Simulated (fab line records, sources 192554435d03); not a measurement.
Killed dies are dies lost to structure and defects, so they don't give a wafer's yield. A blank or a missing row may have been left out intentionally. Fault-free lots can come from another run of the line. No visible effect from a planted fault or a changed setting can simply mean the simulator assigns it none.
Split-lot experiment / flow n5 finfet / route with 1938 steps; 7 lots, 21 wafers read

## THE SPLIT ITSELF
At N5_BEOL_M0_SAQP_PECVD_03 (deposits SiCN from 3MS/NH3, target thk 12 nm, time 21.1 s), the setting time s was moved away from the recipe's 21.1 s on 11 of the 21 wafers read, by -12.6% to +12.3%. For the rest of the wafers, this setting stayed at what the recipe calls for.

The reading comes from the split's own step.

## THE READING
SiCN_of_BEOL_M0_SAQP_PECVD_03.thk nm (the simulator's own value, which no gauge read), in nm, at N5_BEOL_M0_SAQP_PECVD_03 (deposits SiCN from 3MS/NH3, target thk 12 nm, time 21.1 s). No usual value for it is given in the file. The 10 wafers here that ran the recipe average 12.0 nm, standard deviation 0.14 nm.

wafer=L078.1; tool, chamber at the split=pecvd-03, 1; time s as run, s=21.1; against the recipe=recipe; SiCN_of_BEOL_M0_SAQP_PECVD_03.thk nm, nm=11.8; against lot-mates on the recipe=-
wafer=L078.4; tool, chamber at the split=pecvd-03, 1; time s as run, s=21.1; against the recipe=recipe; SiCN_of_BEOL_M0_SAQP_PECVD_03.thk nm, nm=12.2; against lot-mates on the recipe=-
wafer=L078.6; tool, chamber at the split=pecvd-03, 2; time s as run, s=23.03; against the recipe=+9.1%; SiCN_of_BEOL_M0_SAQP_PECVD_03.thk nm, nm=13.2; against lot-mates on the recipe=+1.2
wafer=L079.2; tool, chamber at the split=pecvd-04, 0,2; time s as run, s=22.13; against the recipe=+4.9%; SiCN_of_BEOL_M0_SAQP_PECVD_03.thk nm, nm=12.4; against lot-mates on the recipe=+0.4
wafer=L079.3; tool, chamber at the split=pecvd-04, 0,2; time s as run, s=22.13; against the recipe=+4.9%; SiCN_of_BEOL_M0_SAQP_PECVD_03.thk nm, nm=12.4; against lot-mates on the recipe=+0.4
wafer=L079.5; tool, chamber at the split=pecvd-04, 1; time s as run, s=21.1; against the recipe=recipe; SiCN_of_BEOL_M0_SAQP_PECVD_03.thk nm, nm=12; against lot-mates on the recipe=-
wafer=L082.4; tool, chamber at the split=pecvd-03, 2; time s as run, s=21.1; against the recipe=recipe; SiCN_of_BEOL_M0_SAQP_PECVD_03.thk nm, nm=12; against lot-mates on the recipe=-
wafer=L082.5; tool, chamber at the split=pecvd-03, 1,0; time s as run, s=18.44; against the recipe=-12.6%; SiCN_of_BEOL_M0_SAQP_PECVD_03.thk nm, nm=10.4; against lot-mates on the recipe=-1.6
wafer=L082.6; tool, chamber at the split=pecvd-03, 1,0; time s as run, s=18.44; against the recipe=-12.6%; SiCN_of_BEOL_M0_SAQP_PECVD_03.thk nm, nm=10.4; against lot-mates on the recipe=-1.6
wafer=L083.2; tool, chamber at the split=pecvd-02, 0,2; time s as run, s=23.69; against the recipe=+12.3%; SiCN_of_BEOL_M0_SAQP_PECVD_03.thk nm, nm=13.4; against lot-mates on the recipe=+1.6
wafer=L083.4; tool, chamber at the split=pecvd-02, 0,2; time s as run, s=23.69; against the recipe=+12.3%; SiCN_of_BEOL_M0_SAQP_PECVD_03.thk nm, nm=13.4; against lot-mates on the recipe=+1.6
wafer=L083.6; tool, chamber at the split=pecvd-02, 1; time s as run, s=21.1; against the recipe=recipe; SiCN_of_BEOL_M0_SAQP_PECVD_03.thk nm, nm=11.8; against lot-mates on the recipe=-
wafer=L086.3; tool, chamber at the split=pecvd-04, 1; time s as run, s=21.1; against the recipe=recipe; SiCN_of_BEOL_M0_SAQP_PECVD_03.thk nm, nm=11.8; against lot-mates on the recipe=-
wafer=L086.5; tool, chamber at the split=pecvd-04, 0,1; time s as run, s=21.1; against the recipe=recipe; SiCN_of_BEOL_M0_SAQP_PECVD_03.thk nm, nm=12; against lot-mates on the recipe=-
wafer=L086.6; tool, chamber at the split=pecvd-04, 0,1; time s as run, s=21.1; against the recipe=recipe; SiCN_of_BEOL_M0_SAQP_PECVD_03.thk nm, nm=12; against lot-mates on the recipe=-
wafer=L093.1; tool, chamber at the split=pecvd-02, 0; time s as run, s=19.25; against the recipe=-8.8%; SiCN_of_BEOL_M0_SAQP_PECVD_03.thk nm, nm=11; against lot-mates on the recipe=-1.2
wafer=L093.5; tool, chamber at the split=pecvd-02, 0; time s as run, s=19.25; against the recipe=-8.8%; SiCN_of_BEOL_M0_SAQP_PECVD_03.thk nm, nm=11.2; against lot-mates on the recipe=-1.0
wafer=L093.6; tool, chamber at the split=pecvd-02, 2; time s as run, s=21.1; against the recipe=recipe; SiCN_of_BEOL_M0_SAQP_PECVD_03.thk nm, nm=12.2; against lot-mates on the recipe=-
wafer=L097.1; tool, chamber at the split=pecvd-03, 2; time s as run, s=23.52; against the recipe=+11.5%; SiCN_of_BEOL_M0_SAQP_PECVD_03.thk nm, nm=13; against lot-mates on the recipe=+1.0
wafer=L097.5; tool, chamber at the split=pecvd-03, 2; time s as run, s=21.1; against the recipe=recipe; SiCN_of_BEOL_M0_SAQP_PECVD_03.thk nm, nm=12; against lot-mates on the recipe=-
wafer=L097.6; tool, chamber at the split=pecvd-03, 0; time s as run, s=23.52; against the recipe=+11.5%; SiCN_of_BEOL_M0_SAQP_PECVD_03.thk nm, nm=13.2; against lot-mates on the recipe=+1.2
The file does not say which wafer passed through which chamber wherever a row lists several chambers: such a row stands for several wafers.

THE FIT
A straight line over all 21 wafers: SiCN_of_BEOL_M0_SAQP_PECVD_03.thk nm changes by +0.113 nm for each +1% of time s; r = +0.99; the points scatter about the line by 0.15 nm.
The same after taking each lot's own level away (the mean of its wafers on the recipe; 21 wafers): +0.12 nm for each +1%; r = +0.99; scatter 0.14 nm.
On that fit, the largest move of time s shifts the reading by 1.5 nm.
Across the lots, their own levels run from 11.80 to 12.20 nm, a range of 2.9 times the standard deviation given above.
Hence the lot-to-lot level has little effect on the slope; both slopes agree.
Check: with one of the wafers moved furthest among these (-12.6%) left out of the fit, the line predicts -1.54 nm for it against its lot-mates. Against them it came out at -1.6 nm.

## ADDITIONAL SPLITS CARRIED BY THESE WAFERS
These wafers also went through other splits before the reading. Each is held against what the fit with the lots' levels taken away leaves over:
other split on the same wafers=N5_SDB_COAT_03 spin rpm; wafers away from the commonest value=8; r with SiCN_of_BEOL_M0_SAQP_PECVD_03.thk nm (lot level and that fit taken away)=-0.25
other split on the same wafers=N5_GATE_CUT_ETCH_58 bias w; wafers away from the commonest value=10; r with SiCN_of_BEOL_M0_SAQP_PECVD_03.thk nm (lot level and that fit taken away)=-0.03
other split on the same wafers=N5_MOL_CONTACT_COAG_ETCH_105 bias w; wafers away from the commonest value=8; r with SiCN_of_BEOL_M0_SAQP_PECVD_03.thk nm (lot level and that fit taken away)=+0.40
other split on the same wafers=N5_MOL_CONTACT_COAG_COAT_34 spin rpm; wafers away from the commonest value=3; r with SiCN_of_BEOL_M0_SAQP_PECVD_03.thk nm (lot level and that fit taken away)=-0.06

## THE FILE'S OWN FIT
SiCN_of_BEOL_M0_SAQP_PECVD_03.thk nm changes by +0.12 nm for each +1% of time s, r = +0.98.
